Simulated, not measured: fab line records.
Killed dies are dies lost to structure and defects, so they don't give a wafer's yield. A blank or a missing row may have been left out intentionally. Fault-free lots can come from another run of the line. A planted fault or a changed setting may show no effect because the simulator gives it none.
Which of the tools did it?	flow nand_harc	Sampling: 13 lots, 39 wafers, 3 of 1159 route steps

== WHAT EACH GAUGE READ, for each wafer ==
NHARC_P_CONTACT_INSPECT_27. Usual: raw_defect_count 320, standard deviation 130.
lot	measured	on	raw_defect_count	flag
L317	day 5 22:08	defect_inspect-02	225 254 289	
L318	day 6 10:31	defect_inspect-02	423 238 254	
L320	day 6 23:22	defect_inspect-01	320 232 409	
L323	day 7 00:18	defect_inspect-02	198 230 328	
L324	day 7 11:27	defect_inspect-02	254 213 201	
L328	day 9 00:02	defect_inspect-02	165 263 158	
L329	day 9 00:51	defect_inspect-01	474 572 517	
L332	day 9 16:35	defect_inspect-01	238 238 246	
L334	day 9 23:06	defect_inspect-01	319 256 326	
L333	day 10 00:02	defect_inspect-01	625 532 502	
L336	day 10 06:15	defect_inspect-01	400 550 231	
L337	day 10 18:00	defect_inspect-02	333 393 191	
L338	day 11 00:03	defect_inspect-01	455 443 604	

NHARC_P_M0_CD_MEAS_09: target cd 90 nm. Usual: cd_nm 90.0 nm, standard deviation 0.62.
lot	measured	on	cd_nm (nm)	flag
L317	day 5 22:55	cd_sem-02	90.9 90.9 90.5	
L318	day 6 11:30	cd_sem-02	88.9 88.6 88.6	
L320	day 7 00:16	cd_sem-03	90.7 89.9 89.6	
L323	day 7 01:13	cd_sem-01	89.2 89.0 89.5	
L324	day 7 12:22	cd_sem-02	89.8 90.5 90.7	
L328	day 9 00:57	cd_sem-02	89.6 89.8 90.1	
L329	day 9 01:46	cd_sem-03	74.9 75.5 70.9	OFF
L332	day 9 17:31	cd_sem-03	89.8 90.5 89.6	
L334	day 10 00:00	cd_sem-01	90.7 91.0 90.9	
L333	day 10 00:56	cd_sem-03	90.4 90.3 91.2	
L336	day 10 07:02	cd_sem-01	89.7 89.2 89.4	
L337	day 10 18:54	cd_sem-03	90.4 90.9 91.0	
L338	day 11 00:49	cd_sem-03	90.6 90.5 90.4	

== TOOL THAT RAN EACH LOT (tool first, then ch and the chambers of the sampled wafers, then the start) ==
lot	NHARC_P_M0_EXPOSE_06
L317	arfi_scanner-03 ch 0, day 5 22:47
L318	arfi_scanner-03 ch 0, day 6 11:22
L320	arfi_scanner-02 ch 0, day 7 00:08
L323	arfi_scanner-01 ch 0, day 7 01:04
L324	arfi_scanner-03 ch 0, day 7 12:14
L328	arfi_scanner-01 ch 0, day 9 00:49
L329	arfi_scanner-03 ch 0, day 9 01:37
L332	arfi_scanner-01 ch 0, day 9 17:22
L334	arfi_scanner-02 ch 0, day 9 23:52
L333	arfi_scanner-01 ch 0, day 10 00:48
L336	arfi_scanner-01 ch 0, day 10 06:53
L337	arfi_scanner-01 ch 0, day 10 18:46
L338	arfi_scanner-01 ch 0, day 11 00:41
- NHARC_P_M0_EXPOSE_06: exposes mask P M0, target cd 90 nm.

== AS READ BY THE TOOLS THEMSELVES (means over the sampled wafers that have a number; for cases with no such wafer, the mark the record gives instead) ==
NHARC_P_M0_EXPOSE_06. Usual: exposure_dose_mJ_cm2 81.28, standard deviation 0.079.
lot	tool	exposure_dose_mJ_cm2	flag
L317	arfi_scanner-03	81.42	
L318	arfi_scanner-03	81.33	
L320	arfi_scanner-02	81.32	
L323	arfi_scanner-01	81.34	
L324	arfi_scanner-03	81.30	
L328	arfi_scanner-01	81.23	
L329	arfi_scanner-03	84.69	OFF
L332	arfi_scanner-01	81.24	
L334	arfi_scanner-02	81.23	
L333	arfi_scanner-01	81.27	
L336	arfi_scanner-01	81.26	
L337	arfi_scanner-01	81.23	
L338	arfi_scanner-01	81.32	

== THE ANSWER, worked out from the rows above alone ==
Rule: lot off if the mean of its wafers having a number is beyond 3 standard deviations from the usual mean. Also off: a lot with no number at a reading for which 4 or more lots have one. Any other lot the step has rows for is counted as sound. Order of review: gauges by route order, followed by the tools' own readings, for which a lot's mean as printed above is used. The first step at which some lot is off is used, and at that step the reading that is off furthest; a lot without a number counts as furthest.
Off at NHARC_P_M0_CD_MEAS_09 (cd_nm): L329.
A tool fits if, at a process step before that reading, it ran every lot that is off, and no sound lot after the first of them. The gauges at NHARC_P_M0_CD_MEAS_09 aren't tried: what is off there is off at NHARC_P_M0_EXPOSE_06 too, on other tools, and a gauge's error can't cause that. One fits: arfi_scanner-03 at NHARC_P_M0_EXPOSE_06. A fault onset in the window from L324 (day 7 12:14, its last sound lot) to L329 (day 9 01:37, its first lot off) fits.
The tool's own readings at NHARC_P_M0_EXPOSE_06 bear it out: on the lots that are off they differ by more than 5 times the standard deviation of the sound lots' means. exposure_dose_mJ_cm2 reads 84.69 there against 81.29 on the sound lots.

== WHAT WAS PUT IN BY THE SIMULATOR ==
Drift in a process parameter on arfi_scanner-03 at NHARC_P_M0_EXPOSE_06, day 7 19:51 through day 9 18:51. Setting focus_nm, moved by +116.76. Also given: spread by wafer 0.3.
Struck lots among those shown: L329. The rule given above showed the same thing.
